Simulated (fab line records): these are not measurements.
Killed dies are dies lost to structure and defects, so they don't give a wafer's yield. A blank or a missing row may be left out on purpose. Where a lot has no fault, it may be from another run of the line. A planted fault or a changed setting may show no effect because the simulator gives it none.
fab line records	flow nand_harc
record lots=5	wafers=15	last_day=33
route steps=1302 shown A_M1@1171 END@1302
lots that met no fault: taken from a fault-free run of the same line
start_h: start of the lot's first displayed wafer, in hours after the record's first day	wait_h: hours since the lot's step before	" identical to the entry in the row above	L1.1+2: a single row standing in for several wafers	- no value, or no start was given	* or withheld: withheld	< > ~ a bound
route shown NAME@n: NAME is a module with steps in the file, n the number in the route of the first one	usual: mean and standard deviation over wafers with no fault	same: alike in all rows	chamber/n: place in a boat	sites: the reading at each site	_std_site: the values' standard deviation	_edge_site: the outer-site mean with the inner-site mean subtracted	radius_mm: how far each site lies from the wafer's centre	mask NAME#n: copy n	behind: the most recent tool/chamber to have shaped the wafer	hold: the reason the lot was held/the length of the hold in hours/how it ended	device: which transistor (n, p or np) failed to switch	end of line: the same wafers' tests at the end of the route	where a step has no rows: the recipe by itself	killed: dies that structure and defects cost at the first sort, which is not the same as the wafer's yield	map: per-die view of a wafer (x killed, . not killed, _ where there is no die)
set.NAME: the run value of the setting; set.NAME@STEP: its run value at that earlier step	model.NAME: the simulator's own value behind a step, which no gauge read
certain route steps with their lots: each step a table, each wafer a row
services: when a tool's chamber went out of use (start_h, in hours from the record's first day, below 0 if earlier), for how many hours, and the reason
## steps
# step NHARC_A_M1_HMDS_02
# recipe time_s=30
# step NHARC_A_M1_COAT_34
# recipe temp_c=200	time_s=65
# step NHARC_A_M1_COAT_03
# recipe spin_rpm=1500	resist_thk_nm=90
# step NHARC_A_M1_SOFTBAKE_04
# recipe temp_c=105	time_s=55
# step NHARC_A_M1_EBR_05
# step NHARC_A_M1_EXPOSE_06
# recipe na=1.35	target_cd_nm=120	dose_mj=75.13	mask_id=A_M1
# step NHARC_A_M1_PEB_07
# recipe peb_temp_c=100	peb_time_s=65
# step NHARC_A_M1_DEVELOP_08
# recipe develop_time_s=35	dev_temp_c=23
# step NHARC_A_M1_CD_MEAS_09
# recipe target_cd_nm=120	landing_energy_ev=500
# usual cd_nm=119.9/0.57
lot.wafer	tool	chamber	start_h	wait_h	cd_nm
L727.1	cd_sem-01	0	579.29	-	119.6
L727.4	"	0	"	"	118.6
L727.6	"	0	"	"	119.4
L728.1	cd_sem-03	0	596.30	-	119.7
L728.2	"	0	"	"	119.8
L728.5	"	0	"	"	120.3
L733.1	cd_sem-03	0	637.78	-	119.7
L733.4	"	0	"	"	120.4
L733.5	"	0	"	"	119.9
L736.3	cd_sem-02	0	657.54	-	120.7
L736.4	"	0	"	"	120.2
L736.6	"	0	"	"	120.0
L744.3	cd_sem-01	0	742.65	-	120.2
L744.4	"	0	"	"	120.5
L744.6	"	0	"	"	120.4
# step NHARC_A_M1_OVL_MEAS_10
# recipe pitch_nm=240
# usual overlay_x_nm=0.2/0.93	overlay_y_nm=-0.1/0.73
lot.wafer	tool	chamber	start_h	wait_h	overlay_x_nm	overlay_y_nm
L727.1	overlay-01	-	579.38	-	-1.5	1.1
L727.4	"	-	"	"	-1.4	0.5
L727.6	"	-	"	"	-1.6	1.5
L728.1	overlay-02	-	596.39	-	-1.4	-0.3
L728.2	"	-	"	"	-1.5	-0.1
L728.5	"	-	"	"	-0.9	-0.7
L733.1	overlay-02	-	637.87	-	0.8	-1.4
L733.4	"	-	"	"	-0.3	-1.2
L733.5	"	-	"	"	0.3	-1.0
L736.3	overlay-02	-	657.62	-	0.3	0.1
L736.4	"	-	"	"	0.4	0.3
L736.6	"	-	"	"	0.0	0.2
L744.3	overlay-01	-	742.74	-	-0.4	0.7
L744.4	"	-	"	"	-0.2	0.3
L744.6	"	-	"	"	-0.2	0.9
# step NHARC_A_M1_INSPECT_11
# usual raw_defect_count=76/39
lot.wafer	tool	chamber	start_h	wait_h	raw_defect_count
L727.1	defect_inspect-01	-	579.41	0.0	19
L727.4	"	-	"	"	20
L727.6	"	-	"	"	19
L728.1	defect_inspect-02	-	596.42	0.0	28
L728.2	"	-	"	"	38
L728.5	"	-	"	"	16
L733.1	defect_inspect-02	-	637.90	0.0	93
L733.4	"	-	"	"	94
L733.5	"	-	"	"	88
L736.3	defect_inspect-02	-	657.66	0.0	140
L736.4	"	-	"	"	133
L736.6	"	-	"	"	142
L744.3	defect_inspect-01	-	742.77	0.0	68
L744.4	"	-	"	"	64
L744.6	"	-	"	"	67
# step NHARC_A_M1_DESCUM_14
# recipe time_s=3	o2_flow_sccm=200	ar_flow_sccm=0	bias_power_w=0	chemistry=O2
# usual drypump_motor_current_A=5.6/0.65	oes_product_au=1.001/0.007	rf_vpp_V=58.0/0.83	showerhead_plenum_p_Torr=1.96/0.062	throttle_valve_pct=11.311/0.0096
lot.wafer	tool	chamber	start_h	wait_h	drypump_motor_current_A	oes_product_au	rf_hours_counter_h	rf_vpp_V	showerhead_plenum_p_Torr	throttle_valve_pct
L727.4	rie_diel-07	1	579.48	0.1	6.3	1.005	5.4	59.1	2.04	11.319
L727.1	"	3	"	"	6.3	1.005	5.3	58.2	1.94	11.306
L727.6	"	0	"	"	5.8	1.007	-	59.5	1.95	11.313
L728.1	rie_diel-13	1	596.49	0.1	5.6	1.002	1.7	57.8	2.04	11.300
L728.2	"	3	"	"	5.5	0.986	1.5	57.8	1.84	11.315
L728.5	"	1	"	"	5.6	0.995	-	59.1	2.04	11.318
L733.1	rie_diel-13	1	637.97	0.1	5.6	0.984	2.6	58.8	2.04	11.310
L733.4	"	3	"	"	5.5	1.003	2.5	57.0	1.84	11.320
L733.5	"	1	"	"	5.6	0.996	-	58.2	2.04	11.320
L736.4	rie_diel-07	3	657.72	0.1	6.3	0.983	0	58.0	1.94	11.312
L736.3	"	1	"	"	6.4	0.995	0	58.9	2.04	11.323
L736.6	"	0	"	"	5.8	0.996	-	57.9	1.95	11.321
L744.3	rie_diel-07	1	742.83	0.1	6.4	1.009	3.9	57.9	2.04	11.314
L744.4	"	3	"	"	6.3	0.994	4.2	58.0	1.94	11.299
L744.6	"	1	"	"	6.4	1.002	-	58.5	2.04	11.315
# step NHARC_A_M1_ETCH_35
# recipe target_depth_a=400	overetch_a=120	time_s=43.94	ion_energy_ev=200	n2_flow_sccm=150	h2_flow_sccm=150	ar_flow_sccm=0	rf_w=400	bias_w=150	chemistry=N2/H2
# usual bias_w=150.0/0.5	drypump_motor_current_A=5.6/0.65	h2_flow_sccm=150.0/0.48	n2_flow_sccm=150.0/0.45	oes_product_au=1.000/0.007	rf_vpp_V=431.8/2.1	showerhead_plenum_p_Torr=2.09/0.071	throttle_valve_pct=14.171/0.01
lot.wafer	tool	chamber	start_h	wait_h	bias_w	drypump_motor_current_A	h2_flow_sccm	n2_flow_sccm	oes_product_au	rf_hours_counter_h	rf_vpp_V	showerhead_plenum_p_Torr	throttle_valve_pct
L727.4	rie_diel-07	2	579.56	0.1	149.5	4.6	149.4	150.5	0.996	5.8	433.0	2.13	14.184
L727.1	"	3	"	"	149.8	6.3	150.7	150.1	1.003	5.3	430.7	2.07	14.178
L727.6	"	3	"	"	149.3	6.3	150.9	150.6	1.005	-	430.7	2.07	14.173
L728.1	rie_diel-13	0	596.57	0.1	149.9	6.5	149.9	150.5	1.001	1.6	432.5	2.06	14.180
L728.2	"	1	"	"	149.8	5.6	150.5	149.9	0.996	1.7	435.3	2.17	14.158
L728.5	"	0	"	"	149.8	6.5	150.3	149.8	0.997	-	431.6	2.06	14.179
L733.4	rie_diel-13	1	638.06	0.1	151.1	5.6	150.7	149.8	0.999	2.6	434.0	2.17	14.185
L733.1	"	2	"	"	149.6	4.7	150.2	150.2	1.004	2.3	431.2	2.03	14.179
L733.5	"	3	"	"	149.6	5.5	149.0	149.2	1.013	-	428.5	1.96	14.165
L736.4	rie_diel-07	1	657.80	0.1	150.2	6.4	150.1	149.4	1.003	0.0	433.5	2.18	14.147
L736.3	"	2	"	"	151.2	4.6	149.9	150.2	1.002	0.0	434.1	2.13	14.165
L736.6	"	1	"	"	149.7	6.4	149.4	149.7	1.004	-	434.3	2.18	14.190
L744.4	rie_diel-07	0	742.92	0.1	150.3	5.8	150.4	150.4	0.836	2.2	432.0	2.08	14.169
L744.3	"	2	"	"	150.7	4.6	150.6	150.3	1.012	4.6	432.9	2.13	14.198
L744.6	"	0	"	"	149.6	5.8	150.2	149.4	0.839	-	433.2	2.08	14.168
# step NHARC_A_M1_ETCH_15
# recipe target_depth_a=1825	time_s=91.2	c4f8_flow_sccm=withheld	ar_flow_sccm=400	rf_w=600	bias_w=300	chemistry=C4F8/Ar
# usual bias_w=300.0/0.9	oes_product_au=0.951/0.022	rf_vpp_V=442.0/2.1
lot.wafer	tool	chamber	start_h	wait_h	bias_w	oes_product_au	rf_hours_counter_h	rf_vpp_V
L727.4	rie_diel-07	3	-	-	301.4	0.916	5.3	441.8
L727.1	"	2	"	"	300.3	0.925	5.9	443.4
L727.6	"	0	"	"	300.3	0.930	-	441.1
L728.1	rie_diel-13	1	-	-	300.5	0.923	1.7	444.0
L728.2	"	3	"	"	300.8	0.924	1.6	437.0
L728.5	"	1	"	"	300.0	0.918	-	444.9
L733.1	rie_diel-13	2	-	-	299.2	0.937	2.4	441.1
L733.4	"	3	"	"	300.4	0.921	2.6	437.9
L733.5	"	2	"	"	299.7	0.925	-	440.9
L736.3	rie_diel-07	1	-	-	298.9	0.964	0.0	444.9
L736.4	"	3	"	"	300.4	0.950	0.0	440.8
L736.6	"	2	"	"	300.2	0.969	-	444.2
L744.3	rie_diel-07	1	-	-	299.5	0.951	4.0	444.6
L744.4	"	2	"	"	300.4	0.969	4.6	444.6
L744.6	"	0	"	"	299.1	0.983	-	442.2
# step NHARC_END_SORT_01
# recipe temp_c=25
# usual defect_limited_yield=91.9/2.7	killed_at_array=50/18	killed_at_other=0.8/1.1	killed_at_periphery=4.1/2.9	killed_dies=55/18	killed_open=3.5/1.9	killed_short=2.4/1.5	sort_bin_2_pct=2.8/1.2	sort_bin_3_pct=0.6/0.37	sort_bin_4_pct=4.7/1.5	sort_n_pass=622/18	sort_rim_yield_pct=90/4.4	sort_yield_pct=91.9/2.7
# same gross_dies=677	sort_bin_5_pct[%]=0	sort_bin_6_pct[%]=0	sort_bin_7_pct[%]=0	sort_bin_8_pct[%]=0	sort_rim_n_gross=106.00
lot.wafer	tool	chamber	start_h	wait_h	defect_limited_yield[%]	killed_at_array	killed_at_other	killed_at_periphery	killed_dies	killed_open	killed_short	sort_bin_2_pct[%]	sort_bin_3_pct[%]	sort_bin_4_pct[%]	sort_n_pass	sort_rim_yield_pct[%]	sort_yield_pct[%]
L733.1	prober-01	0	678.01	2.5	90.4	53	1	11	65	3	5	3.4	1.3	4.9	612	90	90.4
L733.4	prober-01	0	680.45	3.5	90.5	59	0	5	64	3	4	3.1	0.7	5.6	613	83	90.5
L733.5	prober-01	0	681.26	3.8	90.5	57	0	7	64	1	1	3.1	1.2	5.2	613	85	90.5
# killed by level:class
L733.1 A_SLIT:chamber_film_flake=27 P_M0:chamber_film_flake=8 A_CONTACT:chamber_film_flake=6 A_CHANNEL_HOLE_D2:chamber_film_flake=5 A_CHANNEL_HOLE_D1:chamber_film_flake=3 A_CHANNEL_FILL_D1:chamber_film_flake=3 A_CHANNEL_FILL_D2:geometric_particle:short=2 A_DECK1_JOINT:chamber_film_flake=2
L733.4 A_SLIT:chamber_film_flake=28 A_CHANNEL_HOLE_D1:chamber_film_flake=10 A_CHANNEL_HOLE_D2:chamber_film_flake=8 A_CONTACT:chamber_film_flake=4 P_M0:chamber_film_flake=2 A_CHANNEL_FILL_D1:chamber_film_flake=2 A_STAIRCASE:chamber_film_flake=2 P_GATE:geometric_particle:open=1
L733.5 A_SLIT:chamber_film_flake=25 A_CHANNEL_HOLE_D2:chamber_film_flake=10 A_CHANNEL_HOLE_D1:chamber_film_flake=8 P_M0:chamber_film_flake=6 A_CONTACT:chamber_film_flake=6 A_DECK1_JOINT:chamber_film_flake=3 A_STAIRCASE:chamber_film_flake=3 P_M1:geometric_particle:short=1
## services
tool	chamber	start_h	hours	kind
rie_diel-13	2	575.05	8.3	repair
rie_diel-07	0	578.21	-	clean
rie_diel-07	1	578.21	-	clean
rie_diel-07	2	578.21	-	clean
rie_diel-07	3	578.21	-	clean
rie_diel-07	0	602.72	-	clean
rie_diel-07	1	602.72	-	clean
rie_diel-07	2	602.72	-	clean
rie_diel-07	3	602.72	-	clean
rie_diel-07	0	627.22	-	clean
rie_diel-07	1	627.22	-	clean
rie_diel-07	2	627.22	-	clean
rie_diel-07	3	627.22	-	clean
rie_diel-07	-	648.21	9.0	pm
rie_diel-07	0	648.21	9.0	vent_cycle
rie_diel-07	1	648.21	9.0	vent_cycle
rie_diel-07	2	648.21	9.0	vent_cycle
rie_diel-07	3	648.21	9.0	vent_cycle
rie_diel-07	0	657.21	-	clean
rie_diel-07	1	657.21	-	clean
rie_diel-13	2	682.63	5.2	repair
rie_diel-07	0	685.47	13.8	repair
rie_diel-13	-	696.00	9.0	pm
rie_diel-07	3	721.64	5.2	repair
## key
first_sign step=NHARC_A_M1_ETCH_35	reading=oes_product_au	direction=down	sigmas=23	usual=1.000	struck=0.837
effect none on later readings
met_at NHARC_A_M1_ETCH_35
struck_wafers L744.4,L744.6
fault kind=process_parameter_drift	tool=rie_diel-07	chamber=0	onset_h=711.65	steps=NHARC_A_M1_ETCH_35	channel=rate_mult	offset=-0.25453	shape=step	end_h=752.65
